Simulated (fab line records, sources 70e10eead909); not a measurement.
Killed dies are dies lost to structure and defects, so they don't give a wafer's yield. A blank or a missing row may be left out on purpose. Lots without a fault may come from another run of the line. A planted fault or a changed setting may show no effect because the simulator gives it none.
fab line records | flow nand_harc
record lots=6 wafers=18 last_day=33
route steps=1302 shown P_M1@291 END@1302
lots that met no fault: from a run of the same line without faults
start_h: hours from the record's first day to the start of the lot's first wafer shown | wait_h: hours since the lot's step before | " the same as in the row above | L1.1+2: a row that stands for several wafers | - no value, or no start given | * or withheld: withheld | < > ~ a bound
route shown NAME@n: a module of which the file shows steps, and the number in the route of the first | usual: mean/standard deviation of fault-free wafers | same: alike in all rows | chamber/n: place in a boat | sites: the reading at each site | _std_site: their standard deviation | _edge_site: outer sites' mean less inner sites' | radius_mm: how far each site lies from the wafer's centre | mask NAME#n: copy n | behind: the tool/chamber that last shaped the wafer | hold: why the lot was held/for how many hours/how that ended | device: the transistor (n, p or np) that didn't switch | end of line: the same wafers' tests at the end of the route | a step without rows: its recipe alone | killed: dies lost to structure and defects at the first sort, not the wafer's yield | map: a wafer's dies, x killed, . not, _ none there
set.NAME: the setting as run; set.NAME@STEP: as run at that earlier step | model.NAME: the simulator's own value behind a step, which no gauge read
lots at some steps of the route; a table a step, a row a wafer
services: from which hour (start_h, from the record's first day; less than 0 if before it) a tool's chamber was out of use, for how many hours, and why
## steps
# step NHARC_P_M1_EBR_05
# step NHARC_P_M1_EXPOSE_06
# recipe na=1.35 target_cd_nm=130 dose_mj=81.88 mask_id=P_M1
# step NHARC_P_M1_PEB_07
# recipe peb_temp_c=100 peb_time_s=65
# step NHARC_P_M1_DEVELOP_08
# recipe develop_time_s=35 dev_temp_c=23
# step NHARC_P_M1_CD_MEAS_09
# recipe target_cd_nm=130 landing_energy_ev=500
# usual cd_nm=130.2/0.58
# columns lot.wafer tool chamber start_h wait_h cd_nm
L641.2 cd_sem-03 0 123.94 - 129.5
L641.4 " 0 " " 130.3
L641.6 " 0 " " 129.9
L642.1 cd_sem-01 0 125.35 - 130.0
L642.2 " 0 " " 130.1
L642.4 " 0 " " 129.7
L649.3 cd_sem-03 0 196.40 - 130.7
L649.5 " 0 " " 130.1
L649.6 " 0 " " 131.0
L651.3 cd_sem-02 0 217.25 - 130.4
L651.4 " 0 " " 129.7
L651.5 " 0 " " 129.7
L657.3 cd_sem-03 0 284.70 - 129.8
L657.4 " 0 " " 130.1
L657.6 " 0 " " 129.6
L661.2 cd_sem-02 0 321.69 - 129.0
L661.5 " 0 " " 129.6
L661.6 " 0 " " 129.3
# step NHARC_P_M1_OVL_MEAS_10
# recipe pitch_nm=260
# usual overlay_x_nm=0.0/0.77 overlay_y_nm=0.1/0.84
# columns lot.wafer tool chamber start_h wait_h overlay_x_nm overlay_y_nm
L641.2 overlay-01 - 124.03 - 1.7 -1.8
L641.4 " - " " 1.2 -1.4
L641.6 " - " " 1.2 -1.6
L642.1 overlay-02 - 125.44 - 0.3 2.5
L642.2 " - " " 0.3 2.1
L642.4 " - " " -0.2 1.6
L649.3 overlay-02 - 196.49 - -0.8 0.2
L649.5 " - " " -0.4 0.0
L649.6 " - " " -0.8 0.2
L651.3 overlay-02 - 217.33 - -0.7 0.5
L651.4 " - " " -0.8 0.5
L651.5 " - " " -0.4 0.4
L657.3 overlay-02 - 284.78 - 0.3 0.3
L657.4 " - " " 0.7 0.3
L657.6 " - " " 0.5 0.2
L661.2 overlay-02 - 321.78 - 2.0 -0.9
L661.5 " - " " 1.8 -0.7
L661.6 " - " " 1.7 -0.5
# step NHARC_P_M1_INSPECT_11
# usual raw_defect_count=5.1/3
# columns lot.wafer tool chamber start_h wait_h raw_defect_count
L641.2 defect_inspect-02 - 124.06 0.0 6
L641.4 " - " " 6
L641.6 " - " " 6
L642.1 defect_inspect-01 - 125.47 0.0 5
L642.2 " - " " 3
L642.4 " - " " 4
L649.3 defect_inspect-01 - 196.53 0.0 3
L649.5 " - " " 0
L649.6 " - " " 4
L651.3 defect_inspect-01 - 217.37 0.0 4
L651.4 " - " " 10
L651.5 " - " " 3
L657.3 defect_inspect-02 - 284.82 0.0 9
L657.4 " - " " 6
L657.6 " - " " 7
L661.2 defect_inspect-02 - 321.82 0.0 3
L661.5 " - " " 5
L661.6 " - " " 6
# step NHARC_P_M1_DESCUM_14
# recipe time_s=3 o2_flow_sccm=200 ar_flow_sccm=0 bias_power_w=0 chemistry=O2
# usual drypump_motor_current_A=5.6/0.34 mfc_ar_sccm=0.011/0.015 oes_product_au=0.999/0.0086 rf_vpp_V=57.7/0.84 showerhead_plenum_p_Torr=1.89/0.072 throttle_valve_pct=11.311/0.009
# same time_s=3
# columns lot.wafer tool chamber start_h wait_h drypump_motor_current_A mfc_ar_sccm oes_product_au rf_hours_counter_h rf_vpp_V showerhead_plenum_p_Torr throttle_valve_pct
L641.2 rie_diel-13 2 124.15 0.1 5.9 0.002 0.995 14 57.7 1.93 11.314
L641.4 " 3 " " 5.2 0.038 0.998 - 57.0 1.80 11.307
L641.6 " 0 " " 6.0 0 1.006 - 57.5 1.82 11.312
L642.2 rie_diel-04 2 125.53 0.1 5.6 0.036 1.005 41 56.9 1.82 11.311
L642.1 " 0 " " 5.9 0 0.996 48 57.5 1.78 11.309
L642.4 " 1 " " 5.9 0.029 1.010 44 58.9 1.92 11.325
L649.3 rie_diel-09 2 196.60 0.1 5.3 0.012 0.995 5 57.6 1.88 11.295
L649.5 " 0 " " 5.5 0.033 1.001 - 56.5 1.97 11.299
L649.6 " 1 " " 5.1 0 1.001 - 57.3 1.88 11.304
L651.3 rie_diel-13 0 217.43 0.1 6.0 0 1.001 7 58.1 1.82 11.315
L651.4 " 3 " " 5.1 0.038 0.996 7 58.1 1.79 11.305
L651.5 " 1 " " 5.3 0 0.992 - 58.2 1.99 11.301
L657.3 rie_diel-13 2 284.89 0.1 5.9 0.002 0.994 12 58.5 1.92 11.316
L657.4 " 3 " " 5.1 0.038 1.004 13 56.3 1.79 11.311
L657.6 " 1 " " 5.3 0 0.997 - 56.2 1.99 11.324
L661.2 rie_diel-09 1 321.89 0.1 5.2 0 1.013 1 58.1 1.88 11.307
L661.5 " 0 " " 5.4 0.033 1.011 - 57.2 1.97 11.307
L661.6 " 3 " " 5.7 0 1.019 - 58.6 1.97 11.309
# step NHARC_P_M1_ETCH_35
# recipe target_depth_a=400 overetch_a=120 time_s=43.94 ion_energy_ev=200 n2_flow_sccm=150 h2_flow_sccm=150 ar_flow_sccm=0 rf_w=400 bias_w=150 chemistry=N2/H2
# usual drypump_motor_current_A=5.6/0.35 mfc_ar_sccm=0.011/0.015 oes_product_au=1.002/0.0084 rf_vpp_V=429.8/2.3 showerhead_plenum_p_Torr=2.02/0.08 throttle_valve_pct=14.171/0.0095
# same time_s=43.94
# columns lot.wafer tool chamber start_h wait_h drypump_motor_current_A mfc_ar_sccm oes_product_au rf_hours_counter_h rf_vpp_V showerhead_plenum_p_Torr throttle_valve_pct
L641.2 rie_diel-13 3 124.23 0.1 5.1 0.038 1.010 15 425.8 1.91 14.176
L641.6 " 3 " " 5.2 0.038 1.000 - 428.1 1.91 14.178
L641.4 " 2 " " 5.9 0.002 1.012 - 430.8 2.05 14.159
L642.4 rie_diel-04 1 125.62 0.1 6.0 0.029 0.997 44 431.2 2.05 14.181
L642.2 " 2 " " 5.6 0.036 0.997 41 428.4 1.94 14.165
L642.1 " 3 " " 6.1 0 1.006 49 427.8 1.93 14.157
L649.3 rie_diel-09 0 196.68 0.1 5.4 0.033 1.014 4 431.2 2.10 14.186
L649.6 " 3 " " 5.6 0 1.007 - 432.6 2.11 14.173
L649.5 " 0 " " 5.4 0.033 1.021 - 431.3 2.10 14.162
L651.4 rie_diel-13 2 217.52 0.1 5.9 0.002 0.987 6 430.8 2.05 14.177
L651.3 " 0 " " 6.0 0 1.005 7 427.0 1.94 14.178
L651.5 " 2 " " 5.9 0.002 0.994 - 429.2 2.05 14.180
L657.3 rie_diel-13 1 284.96 0.1 5.3 0 0.991 11 433.6 2.12 14.181
L657.4 " 0 " " 6.0 0 1.004 13 428.4 1.94 14.180
L657.6 " 2 " " 5.9 0.002 0.993 - 430.4 2.05 14.164
L661.2 rie_diel-09 3 321.98 0.1 5.7 0 1.009 0 430.0 2.11 14.167
L661.5 " 0 " " 5.5 0.033 1.007 - 431.8 2.10 14.166
L661.6 " 1 " " 5.1 0 1.011 - 428.7 2.00 14.155
# step NHARC_P_M1_ETCH_15
# recipe target_depth_a=1825 time_s=91.2 c4f8_flow_sccm=withheld ar_flow_sccm=400 rf_w=600 bias_w=300 chemistry=C4F8/Ar
# usual oes_product_au=0.951/0.023 rf_vpp_V=440.0/2.3
# same time_s=91.2
# columns lot.wafer tool chamber start_h wait_h oes_product_au rf_hours_counter_h rf_vpp_V
L641.2 rie_diel-13 2 - - 0.980 14 440.1
L641.6 " 0 " " 0.960 - 437.8
L641.4 " 2 " " 0.963 - 441.9
L642.1 rie_diel-04 1 - - 0.924 44 440.6
L642.2 " 2 " " 0.921 41 438.9
L642.4 " 3 " " 0.919 49 437.6
L649.3 rie_diel-09 0 - - 0.969 4 443.5
L649.5 " 0 " " 0.962 - 442.3
L649.6 " 1 " " 0.963 - 439.1
L651.3 rie_diel-13 3 - - 0.987 7 437.3
L651.4 " 0 " " 0.956 7 438.8
L651.5 " 2 " " 0.976 - 441.2
L657.3 rie_diel-13 2 - - 0.949 12 441.9
L657.4 " 0 " " 0.980 13 438.9
L657.6 " 2 " " 0.955 - 440.6
L661.2 rie_diel-09 1 - - 0.971 1 439.6
L661.6 " 0 " " 0.976 - 442.2
L661.5 " 1 " " 0.964 - 439.9
# step NHARC_P_M1_CD_MEAS_16
# usual cd_nm=130.1/0.66
# columns lot.wafer tool chamber start_h wait_h cd_nm
L641.2 cd_sem-03 - 124.48 - 130.1
L641.4 " - " " 129.6
L641.6 " - " " 129.8
L642.1 cd_sem-03 - 125.84 - 130.7
L642.2 " - " " 129.9
L642.4 " - " " 130.0
L649.3 cd_sem-02 - 196.90 - 130.9
L649.5 " - " " 130.5
L649.6 " - " " 130.5
L651.3 cd_sem-03 - 217.74 - 130.4
L651.4 " - " " 130.4
L651.5 " - " " 130.6
L657.3 cd_sem-02 - 285.19 - 129.8
L657.4 " - " " 129.7
L657.6 " - " " 129.7
L661.2 cd_sem-02 - 322.23 - 129.5
L661.5 " - " " 129.7
L661.6 " - " " 129.8
# step NHARC_P_M1_STRIP_18
# recipe power_w=1000 n2_flow_sccm=150 h2_flow_sccm=150 ar_flow_sccm=0 bias_w=0 chemistry=N2/H2
# usual drypump_motor_current_A=5.5/0.33 mfc_ar_sccm=0.012/0.016 oes_product_au=1.000/0.0091 rf_vpp_V=90.6/0.87 showerhead_plenum_p_Torr=2.02/0.078 throttle_valve_pct=14.171/0.0091
# columns lot.wafer tool chamber start_h wait_h drypump_motor_current_A mfc_ar_sccm oes_product_au rf_hours_counter_h rf_vpp_V showerhead_plenum_p_Torr throttle_valve_pct
L641.2 rie_diel-13 3 124.62 0.1 5.2 0.038 1.009 15 88.1 1.91 14.156
L641.4 " 0 " " 6.0 0 1.003 - 90.8 1.94 14.163
L641.6 " 3 " " 5.2 0.038 1.002 - 89.9 1.91 14.172
L642.2 rie_diel-13 2 125.95 0.1 5.9 0.002 1.012 14 90.4 2.06 14.173
L642.1 " 3 " " 5.2 0.038 1.002 15 89.9 1.91 14.167
L642.4 " 0 " " 6.0 0 0.995 - 90.1 1.94 14.165
L649.3 rie_diel-13 3 197.04 0.1 5.1 0.038 0.999 4 91.7 1.91 14.165
L649.6 " 0 " " 6.0 0 1.004 - 91.2 1.94 14.164
L649.5 " 1 " " 5.3 0 0.995 - 90.3 2.12 14.182
L651.4 rie_diel-13 1 217.81 0.1 5.3 0 0.994 6 90.9 2.12 14.167
L651.3 " 3 " " 5.2 0.038 0.996 7 89.2 1.91 14.163
L651.5 " 1 " " 5.3 0 0.989 - 91.0 2.12 14.174
L657.3 rie_diel-13 0 285.29 0.1 6.0 0 0.999 14 90.1 1.94 14.181
L657.4 " 1 " " 5.3 0 0.996 11 92.1 2.12 14.181
L657.6 " 3 " " 5.2 0.038 0.996 - 89.8 1.91 14.161
L661.2 rie_diel-09 1 322.33 0.1 5.2 0 1.003 1 90.8 2.00 14.162
L661.6 " 1 " " 5.2 0 0.997 - 89.9 2.00 14.173
L661.5 " 3 " " 5.7 0 1.008 - 91.4 2.11 14.178
# step NHARC_P_M1_ETCH_28
# recipe target_depth_a=300 over_etch_frac=0.3 time_s=72.99 ion_energy_ev=150 cf4_flow_sccm=50 n2_flow_sccm=100 ar_flow_sccm=150 rf_w=300 bias_w=100 chemistry=CF4/N2
# usual drypump_motor_current_A=5.5/0.33 mfc_ar_sccm=149.9/0.51 oes_product_au=1.000/0.0097 over_etch_frac=0.3/0 rf_vpp_V=313.8/1.9 showerhead_plenum_p_Torr=2.60/0.092 throttle_valve_pct=19.794/0.0089
# same time_s=72.99
# columns lot.wafer tool chamber start_h wait_h drypump_motor_current_A mfc_ar_sccm oes_product_au over_etch_frac rf_hours_counter_h rf_vpp_V showerhead_plenum_p_Torr throttle_valve_pct
L641.2 rie_diel-13 0 124.85 - 6.0 149.9 1.008 0.3 14 311.7 2.51 19.799
L641.4 " 3 " " 5.2 150.5 1.008 0.3 - 309.9 2.47 19.794
L641.6 " 2 " " 5.9 149.8 1.008 0.3 - 314.7 2.64 19.785
L642.2 rie_diel-13 0 126.21 - 6.0 149.9 0.995 0.3 14 310.9 2.51 19.803
L642.1 " 2 " " 5.9 150.9 1.015 0.3 14 316.1 2.64 19.793
L642.4 " 2 " " 5.9 150.5 1.016 0.3 - 315.0 2.64 19.801
L649.3 rie_diel-13 0 197.23 - 6.0 149.1 0.990 0.33857 5 312.0 2.51 19.780
L649.6 " 1 " " 5.3 150.2 0.979 0.33857 - 316.0 2.73 19.785
L649.5 " 2 " " 5.9 149.8 0.993 0.33857 - 314.7 2.64 19.789
L651.4 rie_diel-13 1 218.05 - 5.3 150.7 0.991 0.33857 6 316.0 2.72 19.788
L651.3 " 2 " " 5.9 149.1 0.980 0.33857 6 313.9 2.64 19.787
L651.5 " 1 " " 5.3 150.8 0.991 0.33857 - 315.6 2.72 19.808
L657.4 rie_diel-13 2 285.50 - 5.9 149.8 0.999 0.3 12 313.8 2.64 19.785
L657.3 " 1 " " 5.3 149.2 0.988 0.3 11 317.0 2.72 19.779
L657.6 " 3 " " 5.2 150.6 0.998 0.3 - 312.2 2.47 19.808
L661.2 rie_diel-09 1 322.61 - 5.1 149.8 1.005 0.3 1 314.6 2.58 19.790
L661.6 " 0 " " 5.4 149.1 0.999 0.3 - 316.6 2.69 19.799
L661.5 " 1 " " 5.2 149.2 0.995 0.3 - 312.8 2.58 19.803
# step NHARC_P_M1_STRIP_19
# recipe time_s=600 temp_c=30 chemistry=post_etch_residue_remover
# step NHARC_END_SORT_01
# recipe temp_c=25
# usual defect_limited_yield=92.3/2.2 killed_at_array=47/14 killed_at_other=0.5/0.72 killed_at_periphery=4/3.1 killed_dies=52/15 killed_open=3.2/1.9 killed_short=2.4/1.7 sort_bin_2_pct=2.7/1.1 sort_bin_3_pct=0.6/0.34 sort_bin_4_pct=4.4/1.3 sort_n_pass=625/15 sort_rim_yield_pct=90/4.3 sort_yield_pct=92.3/2.2
# same gross_dies=677 sort_bin_5_pct[%]=0 sort_bin_6_pct[%]=0 sort_bin_7_pct[%]=0 sort_bin_8_pct[%]=0 sort_rim_n_gross=106.00
# columns lot.wafer tool chamber start_h wait_h defect_limited_yield[%] killed_at_array killed_at_other killed_at_periphery killed_dies killed_open killed_short sort_bin_2_pct[%] sort_bin_3_pct[%] sort_bin_4_pct[%] sort_n_pass sort_rim_yield_pct[%] sort_yield_pct[%]
L649.3 prober-02 0 747.11 3.1 93.9 36 1 4 41 3 1 1.8 0.3 4.0 636 90 93.9
L649.5 prober-02 0 748.73 3.7 94.7 34 0 2 36 6 2 1.6 0.3 3.4 641 88 94.7
L649.6 prober-02 0 749.54 4.0 93.4 39 0 6 45 2 4 2.5 0.6 3.5 632 91 93.4
L651.3 prober-01 0 752.45 3.1 92.2 50 0 3 53 3 1 3.0 0.7 4.1 624 96 92.2
L651.4 prober-01 0 753.25 3.4 93.4 35 1 9 45 2 1 2.1 0.4 4.1 632 92 93.4
L651.5 prober-01 0 754.05 3.7 94.4 35 1 2 38 1 2 2.4 0.6 2.7 639 92 94.4
L657.3 prober-02 0 778.21 3.1 91.6 49 1 7 57 2 1 2.2 0.7 5.5 620 97 91.6
L657.4 prober-02 0 779.01 3.4 93.1 44 0 3 47 3 2 1.6 1.2 4.1 630 93 93.1
L657.6 prober-02 0 780.61 4.0 91.6 53 0 4 57 4 5 3.2 0.3 4.9 620 86 91.6
L661.2 prober-02 0 800.81 2.8 94.5 35 0 2 37 5 4 1.8 0.6 3.1 640 92 94.5
L661.5 prober-02 0 803.20 3.7 93.6 40 0 3 43 6 2 2.1 0.6 3.7 634 88 93.6
L661.6 prober-02 0 803.99 4.0 94.8 33 0 2 35 3 2 1.9 0.1 3.1 642 97 94.8
# killed by level:class
L649.3 A_SLIT:chamber_film_flake=15 A_CHANNEL_HOLE_D1:chamber_film_flake=8 A_WL_FILL:chamber_film_flake=4 A_CHANNEL_HOLE_D2:unspecified=2 A_CONTACT:chamber_film_flake=2 A_M1:chamber_film_flake=2 P_GATE:geometric_particle:short=1 P_M0:geometric_particle:open=1
L649.5 A_SLIT:chamber_film_flake=15 A_CHANNEL_FILL_D1:chamber_film_flake=3 A_CHANNEL_HOLE_D1:chamber_film_flake=2 A_CHANNEL_HOLE_D2:unspecified=2 A_WL_FILL:chamber_film_flake=2 A_CONTACT:chamber_film_flake=2 A_M1:chamber_film_flake=2 P_CONTACT:geometric_particle:open=1
L649.6 A_SLIT:chamber_film_flake=25 A_WL_FILL:chamber_film_flake=3 P_GATE:chamber_film_flake=2 P_CONTACT:chamber_film_flake=2 A_CHANNEL_HOLE_D1:chamber_film_flake=2 A_CONTACT:chamber_film_flake=2 P_STI:geometric_particle:short=1 A_CHANNEL_FILL_D1:geometric_particle:open=1
L651.3 A_CHANNEL_HOLE_D1:chamber_film_flake=35 A_STAIRCASE:chamber_film_flake=4 A_SLIT:chamber_film_flake=3 A_WL_FILL:chamber_film_flake=3 A_CHANNEL_HOLE_D2:chamber_film_flake=2 P_CONTACT:geometric_particle:open=1 P_M0:geometric_particle:open=1 A_ONON_D1:geometric_particle:short=1
L651.4 A_CHANNEL_HOLE_D1:chamber_film_flake=20 A_STAIRCASE:chamber_film_flake=7 P_STI:chamber_film_flake=3 P_CONTACT:chamber_film_flake=3 P_ZERO_WELL:chamber_film_flake=2 P_M2:geometric_particle:open=1 A_DECK1_JOINT:geometric_particle:short=1 A_CONTACT:geometric_particle:open=1
L651.5 A_CHANNEL_HOLE_D1:chamber_film_flake=23 A_STAIRCASE:chamber_film_flake=3 A_M0:chamber_film_flake=3 P_CONTACT:chamber_film_flake=2 A_SLIT:chamber_film_flake=2 A_ONON_D2:geometric_particle:short=1 A_WL_FILL:geometric_particle:open=1 STARTING-WAFER:geometric_particle:short=1
L657.3 A_CHANNEL_HOLE_D1:chamber_film_flake=35 P_GATE:chamber_film_flake=5 A_STAIRCASE:chamber_film_flake=4 A_CONTACT:chamber_film_flake=3 A_SLIT:chamber_film_flake=2 P_CONTACT:geometric_particle:open=1 P_M0:geometric_particle:open=1 A_CHANNEL_FILL_D2:geometric_particle:short=1
L657.4 A_CHANNEL_HOLE_D1:chamber_film_flake=20 A_SLIT:chamber_film_flake=6 A_STAIRCASE:chamber_film_flake=6 P_GATE:chamber_film_flake=3 A_DECK1_JOINT:chamber_film_flake=2 A_CHANNEL_FILL_D1:chamber_film_flake=2 A_WL_FILL:chamber_film_flake=2 A_CHANNEL_FILL_D1:geometric_particle:open=1
L657.6 A_CHANNEL_HOLE_D1:chamber_film_flake=24 A_STAIRCASE:chamber_film_flake=8 P_GATE:chamber_film_flake=4 A_SLIT:chamber_film_flake=4 A_BLC:chamber_film_flake=3 A_CHANNEL_FILL_D2:geometric_particle:short=2 A_CONTACT:chamber_film_flake=2 A_SOURCE_PLATE:geometric_particle:short=1
L661.2 A_CHANNEL_HOLE_D1:chamber_film_flake=12 A_SLIT:chamber_film_flake=4 A_CONTACT:chamber_film_flake=4 A_STAIRCASE:chamber_film_flake=3 P_M2:geometric_particle:open=1 A_DECK1_JOINT:geometric_particle:open=1 A_CHANNEL_HOLE_D2:geometric_particle:short=1 A_CHANNEL_FILL_D2:geometric_particle:short=1
L661.5 A_CHANNEL_HOLE_D1:chamber_film_flake=12 A_SLIT:chamber_film_flake=6 A_CONTACT:chamber_film_flake=6 A_STAIRCASE:chamber_film_flake=4 A_BONDPAD:chamber_film_flake=3 P_CONTACT:geometric_particle:open=2 A_CHANNEL_FILL_D1:geometric_particle:open=2 A_DECK1_JOINT:geometric_particle:short=2
L661.6 A_CHANNEL_HOLE_D1:chamber_film_flake=10 A_SLIT:chamber_film_flake=6 A_STAIRCASE:chamber_film_flake=5 A_CONTACT:chamber_film_flake=3 A_ONON_D1:geometric_particle:short=1 A_CHANNEL_HOLE_D1:geometric_particle:open=1 A_CHANNEL_FILL_D1:geometric_particle:open=1 A_DECK1_JOINT:geometric_particle:short=1
## services
# columns tool chamber start_h hours kind
rie_diel-09 - 119.15 9.0 pm
rie_diel-13 0 120.03 - clean
rie_diel-13 1 120.03 - clean
rie_diel-13 2 120.03 - clean
rie_diel-13 3 120.03 - clean
rie_diel-09 1 140.89 1.9 repair
rie_diel-13 - 141.03 9.0 pm
rie_diel-13 0 141.03 9.0 vent_cycle
rie_diel-13 1 141.03 9.0 vent_cycle
rie_diel-13 2 141.03 9.0 vent_cycle
rie_diel-13 3 141.03 9.0 vent_cycle
rie_diel-13 0 150.03 - clean
rie_diel-13 1 150.03 - clean
rie_diel-13 2 150.03 - clean
rie_diel-04 - 154.16 9.0 pm
rie_diel-04 1 198.23 12.1 repair
rie_diel-13 1 204.07 6.0 repair
rie_diel-04 2 217.82 8.8 repair
rie_diel-04 - 234.19 1.2 repair
rie_diel-04 2 270.83 14.8 repair
rie_diel-09 - 296.15 9.0 pm
rie_diel-13 3 297.51 8.8 repair
rie_diel-04 3 306.72 6.5 repair
rie_diel-13 - 318.03 9.0 pm
## key
first_sign step=NHARC_P_M1_ETCH_28 reading=over_etch_frac direction=up sigmas=99+ usual=0.3 struck=0.33857
effect none on later readings
met_at NHARC_P_M1_ETCH_28
struck_wafers L649.3,L649.5,L649.6,L651.3,L651.4,L651.5
onset_between 126.21 197.23
fault kind=process_parameter_drift tool=rie_diel-13 chamber=- onset_h=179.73 steps=NHARC_P_M1_ETCH_28 channel=over_etch_frac offset=0.038574 shape=step end_h=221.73 acts_in=these_recipes_only stated=0.3
